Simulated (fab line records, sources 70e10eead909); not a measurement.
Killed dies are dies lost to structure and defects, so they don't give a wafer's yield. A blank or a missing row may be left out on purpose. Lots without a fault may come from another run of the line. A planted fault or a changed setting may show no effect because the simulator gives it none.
Which tool did it? | flow nand_harc | 24 lots, 72 wafers sampled, at 4 steps of a route of 1302

WHAT THE GAUGES READ, wafer by wafer
NHARC_P_M0_OVL_MEAS_10: pitch 180 nm. Usual: overlay_x_nm -0.2 nm, standard deviation 0.89; overlay_y_nm 0.3 nm, standard deviation 0.81.
lot  | measured     | on         | overlay_x_nm (nm) | overlay_y_nm (nm) | flag
L074 | day 6 05:38  | overlay-01 | -1.1 -1.4 -1.3    | -0.2 0.8 -0.2     |
L075 | day 6 10:12  | overlay-01 | -1.6 -0.8 -0.6    | 0.5 -0.4 0.4      |
L076 | day 6 19:30  | overlay-02 | -1.0 -0.7 -0.3    | -0.7 -0.1 -0.3    |
L077 | day 7 06:13  | overlay-02 | 0.1 -0.3 -0.6     | 0.8 1.0 1.4       |
L078 | day 8 00:16  | overlay-01 | 1.3 0.4 1.4       | -0.3 -1.3 -0.5    |
L079 | day 8 03:23  | overlay-01 | -0.4 -1.5 -0.3    | 0.2 0.3 0.6       |
L080 | day 8 15:34  | overlay-02 | 0.1 -0.2 -0.3     | 0.4 0.3 0.6       |
L081 | day 8 22:47  | overlay-02 | 0.4 0.3 0.4       | 0.7 0.6 0.9       |
L082 | day 9 13:59  | overlay-02 | 1.0 0.7 0.8       | -0.2 0.1 0.3      |
L083 | day 9 14:24  | overlay-01 | 0.7 0.6 0.6       | 0.4 -0.2 0.0      |
L084 | day 10 10:28 | overlay-01 | -0.6 -0.8 -0.8    | -0.3 -0.3 -0.5    |
L085 | day 10 22:56 | overlay-01 | 0.1 1.2 0.2       | 0.7 1.0 1.1       |
L086 | day 11 01:20 | overlay-01 | 0.2 0.6 1.0       | -0.4 -0.7 -0.6    |
L087 | day 11 11:00 | overlay-02 | -0.6 -1.0 -0.4    | 0.4 0.4 0.1       |
L089 | day 12 02:18 | overlay-01 | 1.4 1.3 1.7       | 0.9 1.4 1.3       |
L088 | day 12 03:17 | overlay-02 | -0.2 -0.3 -0.2    | -1.4 -0.5 -0.6    |
L090 | day 13 02:16 | overlay-02 | -0.9 0.5 -0.4     | 1.4 1.2 1.0       |
L091 | day 13 04:44 | overlay-01 | -0.8 -0.8 -1.2    | 0.3 -0.3 0.2      |
L092 | day 13 21:54 | overlay-01 | -1.1 -1.0 -0.7    | 1.0 0.7 1.6       |
L093 | day 14 06:38 | overlay-02 | 0.8 0.0 0.9       | -0.3 0.1 -0.2     |
L095 | day 14 16:50 | overlay-02 | 1.0 1.2 1.0       | -0.3 -0.6 -1.0    |
L094 | day 14 17:55 | overlay-02 | -0.6 -1.2 -0.8    | 2.4 1.8 2.7       |
L096 | day 15 03:29 | overlay-02 | -0.1 -0.5 -0.7    | -0.7 -0.3 -0.5    |
L097 | day 15 17:26 | overlay-02 | -1.6 -1.7 -1.6    | 1.2 0.8 1.2       |

WHICH TOOL RAN EACH LOT (tool, then ch and the chambers of the sampled wafers, then the start)
lot  | NHARC_P_GATE_DESCUM_48             | NHARC_P_CONTACT_DEP_00                     | NHARC_P_CONTACT_ETCH_31
L074 | rie_diel-09 ch 0,3, day 5 17:21    | pecvd-01 ch 0,1, day 6 05:38 or earlier    | rie_diel-11 ch 0,2, day 6 05:38 or earlier
L075 | rie_diel-04 ch 0,1, day 5 22:01    | pecvd-03 ch 0,1,2, day 6 10:12 or earlier  | rie_diel-06 ch 0,1,3, day 6 10:12 or earlier
L076 | rie_diel-09 ch 1,2,3, day 6 07:15  | pecvd-04 ch 0,1,2, day 6 19:30 or earlier  | rie_diel-08 ch 0,2,3, day 6 19:30 or earlier
L077 | rie_diel-07 ch 0,1,3, day 6 17:59  | pecvd-03 ch 0,1,2, day 7 06:13 or earlier  | rie_diel-06 ch 0,1, day 7 06:13 or earlier
L078 | rie_diel-09 ch 2,3, day 7 12:34    | pecvd-03 ch 0,1,2, day 8 00:16 or earlier  | rie_diel-06 ch 1,2,3, day 8 00:16 or earlier
L079 | rie_diel-09 ch 1,2,3, day 7 15:14  | pecvd-01 ch 1,2, day 8 03:23 or earlier    | rie_diel-11 ch 0,1, day 8 03:23 or earlier
L080 | rie_diel-07 ch 0,1,3, day 8 02:51  | pecvd-03 ch 1,2, day 8 15:34 or earlier    | rie_diel-06 ch 0,1,3, day 8 15:34 or earlier
L081 | rie_diel-09 ch 2,3, day 8 10:13    | pecvd-01 ch 0,1, day 8 22:47 or earlier    | rie_diel-08 ch 0,1,3, day 8 22:47 or earlier
L082 | rie_diel-07 ch 1,2,3, day 9 01:41  | pecvd-04 ch 0,1, day 9 13:59 or earlier    | rie_diel-06 ch 0,2,3, day 9 13:59 or earlier
L083 | rie_diel-04 ch 1,2, day 9 02:06    | pecvd-01 ch 0,1,2, day 9 14:24 or earlier  | rie_diel-08 ch 0,2,3, day 9 14:24 or earlier
L084 | rie_diel-04 ch 1,3, day 9 22:29    | pecvd-03 ch 0,1,2, day 10 10:28 or earlier | rie_diel-06 ch 0,2, day 10 10:28 or earlier
L085 | rie_diel-04 ch 1,3, day 10 10:16   | pecvd-03 ch 0,2, day 10 22:56 or earlier   | rie_diel-11 ch 2,3, day 10 22:56 or earlier
L086 | rie_diel-07 ch 0,1,3, day 10 12:27 | pecvd-03 ch 0,1,2, day 11 01:20 or earlier | rie_diel-08 ch 1,2,3, day 11 01:20 or earlier
L087 | rie_diel-04 ch 1,2, day 10 22:43   | pecvd-03 ch 0,1,2, day 11 11:00 or earlier | rie_diel-08 ch 1,2,3, day 11 11:00 or earlier
L089 | rie_diel-07 ch 0,1,3, day 11 14:19 | pecvd-01 ch 0,1, day 12 02:18 or earlier   | rie_diel-08 ch 0,2,3, day 12 02:18 or earlier
L088 | rie_diel-04 ch 1,2,3, day 11 14:26 | pecvd-04 ch 1,2, day 11 21:44              | rie_diel-08 ch 1,2,3, day 12 03:17 or earlier
L090 | rie_diel-09 ch 1,3, day 12 14:01   | pecvd-01 ch 1,2, day 13 02:16 or earlier   | rie_diel-08 ch 0,2, day 13 02:16 or earlier
L091 | rie_diel-04 ch 0,3, day 12 15:50   | pecvd-04 ch 1,2, day 12 22:38              | rie_diel-11 ch 1,2,3, day 13 04:44 or earlier
L092 | rie_diel-09 ch 0,2,3, day 13 09:55 | pecvd-04 ch 1,2, day 13 21:54 or earlier   | rie_diel-08 ch 0,1,2, day 13 21:54 or earlier
L093 | rie_diel-07 ch 0,2,3, day 13 18:05 | pecvd-03 ch 0,1,2, day 14 06:38 or earlier | rie_diel-11 ch 0,1,2, day 14 06:38 or earlier
L095 | rie_diel-04 ch 0,2,3, day 14 04:39 | pecvd-04 ch 0,1, day 14 16:50 or earlier   | rie_diel-11 ch 0,1,2, day 14 16:50 or earlier
L094 | rie_diel-09 ch 0,3, day 14 05:25   | pecvd-03 ch 0,2, day 14 17:55 or earlier   | rie_diel-11 ch 0,2,3, day 14 17:55 or earlier
L096 | rie_diel-04 ch 1,2,3, day 14 15:16 | pecvd-01 ch 0,2, day 15 03:29 or earlier   | rie_diel-11 ch 1,2, day 15 03:29 or earlier
L097 | rie_diel-04 ch 0,2,3, day 15 05:25 | pecvd-04 ch 1,2, day 15 17:26 or earlier   | rie_diel-06 ch 0,2,3, day 15 17:26 or earlier
- NHARC_P_GATE_DESCUM_48: chemistry O2, time 3 s.
- NHARC_P_CONTACT_DEP_00: deposits SiO2, target thk 500 nm.
- NHARC_P_CONTACT_ETCH_31: etches the open film in CH3F/O2, target depth 30 nm, time 85.7 s.

WHAT THE TOOLS THEMSELVES READ (means of the sampled wafers that have a number; where no wafer has one, the mark that the record gives instead)
NHARC_P_GATE_DESCUM_48. Usual: drypump_motor_current_A 5.6 A, standard deviation 0.34; oes_product_au 0.999 a.u., standard deviation 0.008; rf_vpp_V 57.8 V, standard deviation 0.89; showerhead_plenum_p_Torr 1.90 Torr, standard deviation 0.078; throttle_valve_pct 11.311 %, standard deviation 0.009.
lot  | tool        | drypump_motor_current_A (A) | oes_product_au (a.u.) | rf_vpp_V (V) | showerhead_plenum_p_Torr (Torr) | throttle_valve_pct (%) | flag
L074 | rie_diel-09 | 6.1                         | 0.984                 | 57.2         | 1.81                            | 11.310                 |
L075 | rie_diel-04 | 5.8                         | 1.001                 | 58.6         | 1.93                            | 11.305                 |
L076 | rie_diel-09 | 6.0                         | 1.001                 | 57.1         | 1.82                            | 11.315                 |
L077 | rie_diel-07 | 5.3                         | 0.998                 | 58.2         | 1.93                            | 11.308                 |
L078 | rie_diel-09 | 6.2                         | 0.996                 | 57.0         | 1.81                            | 11.319                 |
L079 | rie_diel-09 | 6.0                         | 1.006                 | 57.3         | 1.82                            | 11.316                 |
L080 | rie_diel-07 | 5.4                         | 0.991                 | 56.6         | 1.93                            | 11.310                 |
L081 | rie_diel-09 | 6.2                         | 0.996                 | 57.8         | 1.81                            | 11.312                 |
L082 | rie_diel-07 | 5.2                         | 0.993                 | 58.4         | 1.94                            | 11.313                 |
L083 | rie_diel-04 | 5.7                         | 1.000                 | 57.9         | 1.97                            | 11.308                 |
L084 | rie_diel-04 | 5.6                         | 0.998                 | 58.4         | 1.98                            | 11.307                 |
L085 | rie_diel-04 | 5.6                         | 0.997                 | 57.9         | 1.98                            | 11.308                 |
L086 | rie_diel-07 | 5.4                         | 0.995                 | 57.6         | 1.93                            | 11.314                 |
L087 | rie_diel-04 | 5.7                         | 1.005                 | 57.6         | 1.97                            | 11.316                 |
L089 | rie_diel-07 | 5.4                         | 0.998                 | 58.7         | 1.93                            | 11.315                 |
L088 | rie_diel-04 | 5.6                         | 1.004                 | 58.9         | 1.96                            | 11.312                 |
L090 | rie_diel-09 | 6.2                         | 0.999                 | 57.1         | 1.82                            | 11.304                 |
L091 | rie_diel-04 | 5.7                         | 1.000                 | 58.0         | 1.92                            | 11.308                 |
L092 | rie_diel-09 | 5.9                         | 1.007                 | 57.5         | 1.80                            | 11.316                 |
L093 | rie_diel-07 | 5.3                         | 0.999                 | 57.2         | 1.98                            | 11.311                 |
L095 | rie_diel-04 | 5.6                         | 1.002                 | 59.3         | 1.93                            | 11.309                 |
L094 | rie_diel-09 | 6.1                         | 0.997                 | 58.0         | 1.81                            | 11.309                 |
L096 | rie_diel-04 | 5.6                         | 0.994                 | 58.0         | 1.96                            | 11.315                 |
L097 | rie_diel-04 | 5.5                         | 1.004                 | 57.8         | 1.93                            | 11.314                 |

NHARC_P_CONTACT_DEP_00. Usual: heater_power_outer_w 300 W, standard deviation 56; heater_power_w 511 W, standard deviation 67; mfc_precursor_sccm 161.3 sccm, standard deviation 0.5; throttle_valve_pct 16.2 %, standard deviation 0.45.
lot  | tool     | heater_power_outer_w (W) | heater_power_w (W) | mfc_precursor_sccm (sccm) | throttle_valve_pct (%) | flag
L074 | pecvd-01 | 340                      | 537                | 161.3                     | 16.1                   |
L075 | pecvd-03 | 322                      | 538                | 161.4                     | 16.4                   |
L076 | pecvd-04 | 315                      | 562                | 161.5                     | 16.2                   |
L077 | pecvd-03 | 321                      | 530                | 160.9                     | 16.4                   |
L078 | pecvd-03 | 306                      | 513                | 160.8                     | 16.5                   |
L079 | pecvd-01 | 304                      | 501                | 161.7                     | 15.8                   |
L080 | pecvd-03 | 285                      | 513                | 161.2                     | 16.2                   |
L081 | pecvd-01 | 340                      | 559                | 161.8                     | 15.5                   |
L082 | pecvd-04 | 340                      | 587                | 161.3                     | 16.0                   |
L083 | pecvd-01 | 321                      | 523                | 161.3                     | 15.7                   |
L084 | pecvd-03 | 333                      | 552                | 161.1                     | 16.2                   |
L085 | pecvd-03 | 341                      | 539                | 161.3                     | 16.3                   |
L086 | pecvd-03 | 311                      | 528                | 160.8                     | 16.5                   |
L087 | pecvd-03 | 347                      | 554                | 161.3                     | 16.4                   |
L089 | pecvd-01 | 307                      | 522                | 161.7                     | 15.6                   |
L088 | pecvd-04 | 271                      | 501                | 161.0                     | 16.7                   |
L090 | pecvd-01 | 276                      | 465                | 161.7                     | 15.9                   |
L091 | pecvd-04 | 238                      | 460                | 161.5                     | 16.3                   |
L092 | pecvd-04 | 265                      | 492                | 161.8                     | 16.2                   |
L093 | pecvd-03 | 362                      | 583                | 161.2                     | 16.5                   |
L095 | pecvd-04 | 301                      | 535                | 160.8                     | 16.1                   |
L094 | pecvd-03 | 323                      | 521                | 161.6                     | 16.4                   |
L096 | pecvd-01 | 319                      | 515                | 161.2                     | 15.5                   |
L097 | pecvd-04 | 216                      | 427                | 161.5                     | 16.5                   |

NHARC_P_CONTACT_ETCH_31. Usual: ch3f_flow_sccm 50.00 sccm, standard deviation 0.15; drypump_motor_current_A 5.6 A, standard deviation 0.44; oes_product_au 0.977 a.u., standard deviation 0.012; rf_vpp_V 243.7 V, standard deviation 1.6; showerhead_plenum_p_Torr 2.41 Torr, standard deviation 0.096; throttle_valve_pct 20.663 %, standard deviation 0.0086.
lot  | tool        | ch3f_flow_sccm (sccm) | drypump_motor_current_A (A) | oes_product_au (a.u.) | rf_vpp_V (V) | showerhead_plenum_p_Torr (Torr) | throttle_valve_pct (%) | flag
L074 | rie_diel-11 | 50.00                 | 5.8                         | 0.971                 | 242.5        | 2.37                            | 20.659                 |
L075 | rie_diel-06 | 49.96                 | 5.5                         | 0.976                 | 243.4        | 2.36                            | 20.662                 |
L076 | rie_diel-08 | 50.03                 | 5.7                         | 0.991                 | 243.0        | 2.39                            | 20.668                 |
L077 | rie_diel-06 | 50.05                 | 5.7                         | 0.985                 | 243.6        | 2.40                            | 20.661                 |
L078 | rie_diel-06 | 50.04                 | 5.6                         | 0.957                 | 244.4        | 2.47                            | 20.671                 |
L079 | rie_diel-11 | 50.00                 | 6.1                         | 0.971                 | 244.2        | 2.47                            | 20.663                 |
L080 | rie_diel-06 | 50.10                 | 5.5                         | 0.984                 | 244.0        | 2.36                            | 20.654                 |
L081 | rie_diel-08 | 50.08                 | 5.9                         | 0.981                 | 244.7        | 2.44                            | 20.655                 |
L082 | rie_diel-06 | 49.99                 | 5.6                         | 0.968                 | 243.7        | 2.42                            | 20.663                 |
L083 | rie_diel-08 | 49.92                 | 5.7                         | 0.982                 | 243.2        | 2.39                            | 20.662                 |
L084 | rie_diel-06 | 49.78                 | 5.9                         | 0.961                 | 245.5        | 2.52                            | 20.666                 |
L085 | rie_diel-11 | 49.98                 | 5.1                         | 0.966                 | 243.8        | 2.42                            | 20.668                 |
L086 | rie_diel-08 | 50.04                 | 5.6                         | 0.986                 | 242.6        | 2.39                            | 20.655                 |
L087 | rie_diel-08 | 49.92                 | 5.6                         | 0.987                 | 243.4        | 2.39                            | 20.660                 |
L089 | rie_diel-08 | 50.07                 | 5.7                         | 0.990                 | 243.7        | 2.39                            | 20.659                 |
L088 | rie_diel-08 | 50.02                 | 5.6                         | 0.985                 | 243.6        | 2.39                            | 20.663                 |
L090 | rie_diel-08 | 49.99                 | 5.9                         | 0.980                 | 243.4        | 2.41                            | 20.665                 |
L091 | rie_diel-11 | 50.00                 | 5.2                         | 0.957                 | 243.0        | 2.38                            | 20.667                 |
L092 | rie_diel-08 | 49.91                 | 5.7                         | 0.984                 | 243.4        | 2.41                            | 20.660                 |
L093 | rie_diel-11 | 50.13                 | 5.8                         | 0.959                 | 243.0        | 2.39                            | 20.666                 |
L095 | rie_diel-11 | 50.08                 | 5.7                         | 0.986                 | 243.4        | 2.39                            | 20.665                 |
L094 | rie_diel-11 | 49.99                 | 5.6                         | 0.982                 | 243.4        | 2.43                            | 20.663                 |
L096 | rie_diel-11 | 49.92                 | 5.3                         | 0.988                 | 243.1        | 2.34                            | 20.660                 |
L097 | rie_diel-06 | 50.04                 | 5.6                         | 0.973                 | 243.6        | 2.42                            | 20.664                 |

THE ANSWER, worked out from the rows above alone
Rule: a lot is off if the mean of its wafers that have a number lies more than 3 standard deviations from the usual mean. A lot without any number at a reading at which 4 lots or more have one is off too. The other lots that the step has rows for count as sound. The gauges are gone through in route order, then the tools' own readings, and for those a lot's mean is taken as printed above. The first step at which some lot is off is used, and at that step the reading that is off furthest; a lot without a number counts as furthest.
No lot is off at any reading shown: from this, nothing can be told.

WHAT THE SIMULATOR HAD PUT IN
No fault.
